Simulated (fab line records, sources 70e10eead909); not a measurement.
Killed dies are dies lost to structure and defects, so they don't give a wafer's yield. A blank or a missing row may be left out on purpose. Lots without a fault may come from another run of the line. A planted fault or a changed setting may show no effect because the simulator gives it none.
A struck lot beside a sound one | flow nand_harc | 20 steps out of a route of 1302
Sound: wafers L936.1, L936.3, L936.4. Struck: wafers L947.3, L947.4, L947.6. The cause comes at the end.
At each step with rows: each side's tool, then ch and its chambers, then its first start. Under that, the readings that differ: sound wafers | struck wafers | difference of the means | sigmas: that difference in standard deviations of wafers without a fault.
alike: readings whose means differ by less than 2 such deviations, and words and numbers that are the same on both sides. not compared: withheld readings, readings that some wafer has no value for, bounds like >300 that may hide the same value, and numbers for which the record gives no deviation and whose values overlap.
The two part at a step that has a row with sigmas, a row that says differs or no value, or rows on one side only. Numbers that don't overlap but have no deviation are shown without sigmas and don't part them. A reading that every wafer of one side lacks parts them only if that side has two wafers or more.

NHARC_P_ZERO_WELL_CD_MEAS_11: target cd 500 nm.
  sound on cd_sem-01 ch 0, day 3 13:14; struck on cd_sem-01 ch 0, day 8 03:11
  alike: cd_nm
then, 1 step without rows for these wafers: NHARC_P_ZERO_WELL_HARDBAKE_12 (time 65 s).
NHARC_P_ZERO_WELL_DESCUM_13: chemistry O2, time 3 s.
  sound on rie_diel-07 ch 0,1,2, day 3 13:25; struck on rie_diel-06 ch 0,1,2, day 8 03:21
  alike: drypump_motor_current_A, o2_flow_sccm, oes_product_au, rf_vpp_V, showerhead_plenum_p_Torr, throttle_valve_pct
  not compared: rf_hours_counter_h
NHARC_P_ZERO_WELL_ETCH_65: etches the open film in N2/H2, target depth 80 nm, overetch 24 nm, time 87.88 s.
  sound on rie_diel-07 ch 0,2,3, day 3 13:29; struck on rie_diel-06 ch 0,1, day 8 03:26
  alike: drypump_motor_current_A, h2_flow_sccm, n2_flow_sccm, oes_product_au, rf_vpp_V, showerhead_plenum_p_Torr, throttle_valve_pct
  not compared: rf_hours_counter_h
NHARC_P_ZERO_WELL_ETCH_62: etches the open film in CHF3/Ar, target depth 13 nm, time 6.5 s.
  sound on rie_diel-07 ch 0,1,2; struck on rie_diel-06 ch 0,1,3
  alike: drypump_motor_current_A, oes_product_au, rf_vpp_V, showerhead_plenum_p_Torr, throttle_valve_pct
  not compared: rf_hours_counter_h
NHARC_P_ZERO_WELL_ETCH_63: etches the open film in HBr/Cl2, target depth 120 nm, time 40.1 s.
  sound on rie_si-04 ch 1,2,3, day 3 13:40; struck on rie_si-06 ch 0,1,2, day 8 03:44
  alike: drypump_motor_current_A, oes_product_au, throttle_valve_pct
  not compared: rf_hours_counter_h
then, 6 steps without rows for these wafers: NHARC_P_ZERO_WELL_STRIP_15 (strips in SPM, time 900 s); NHARC_P_ZERO_WELL_DEHYDRATE_16 (time 120 s); NHARC_P_ZERO_WELL_HMDS_17 (time 30 s); NHARC_P_ZERO_WELL_COAT_18; NHARC_P_ZERO_WELL_SOFTBAKE_19 (time 95 s); NHARC_P_ZERO_WELL_EBR_20.
NHARC_P_ZERO_WELL_EXPOSE_21: exposes mask P NWELL, target cd 720 nm.
  sound on krf_scanner-02 ch 0, day 3 14:19; struck on krf_scanner-03 ch 0, day 8 04:22
  reading | sound                         | struck                                 | difference | sigmas
  mask    | P_NWELL#0 P_NWELL#0 P_NWELL#0 | P_NWELL_R1#0 P_NWELL_R1#0 P_NWELL_R1#0 | differs    |
  alike: reticle_temp_C
then, 2 steps without rows for these wafers: NHARC_P_ZERO_WELL_PEB_22 (peb time 85 s); NHARC_P_ZERO_WELL_DEVELOP_23 (time 70 s).
NHARC_P_ZERO_WELL_CD_MEAS_24: target cd 720 nm.
  sound on cd_sem-03 ch 0, day 3 14:29; struck on cd_sem-03 ch 0, day 8 04:31
  reading    | sound             | struck            | difference | sigmas
  cd_nm (nm) | 720.1 720.1 722.0 | 714.8 714.2 712.4 | -6.9       | -4
then, 1 step without rows for these wafers: NHARC_P_ZERO_WELL_HARDBAKE_25 (time 80 s).
NHARC_P_ZERO_WELL_DESCUM_26: chemistry O2, time 3 s.
  sound on rie_diel-06 ch 0,1,2, day 3 14:39; struck on rie_diel-07 ch 0,2,3, day 8 04:40
  reading                      | sound             | struck            | difference | sigmas
  model.P_ZERO_WELL.cd_nm (nm) | 720.3 720.1 721.8 | 715.7 714.4 712.7 | -6.5       |
  alike: drypump_motor_current_A, o2_flow_sccm, oes_product_au, rf_vpp_V, showerhead_plenum_p_Torr, throttle_valve_pct
  not compared: rf_hours_counter_h
then, 1 step without rows for these wafers: NHARC_P_ZERO_WELL_IMPLANT_27.
-- the record jumps here: 23 days lie between the struck wafers' starts before and after (it left off in module P_ZERO_WELL and takes up again in module END, whose first step shown is number 1302 of the route) --
NHARC_END_SORT_01:
  the record has rows for the struck wafers here (prober-01 ch 0, day 30 17:35) and none for the sound ones

WHERE THEY PART
First at NHARC_P_ZERO_WELL_EXPOSE_21; last, within this record, at NHARC_END_SORT_01.

WHY: what the simulator had put in
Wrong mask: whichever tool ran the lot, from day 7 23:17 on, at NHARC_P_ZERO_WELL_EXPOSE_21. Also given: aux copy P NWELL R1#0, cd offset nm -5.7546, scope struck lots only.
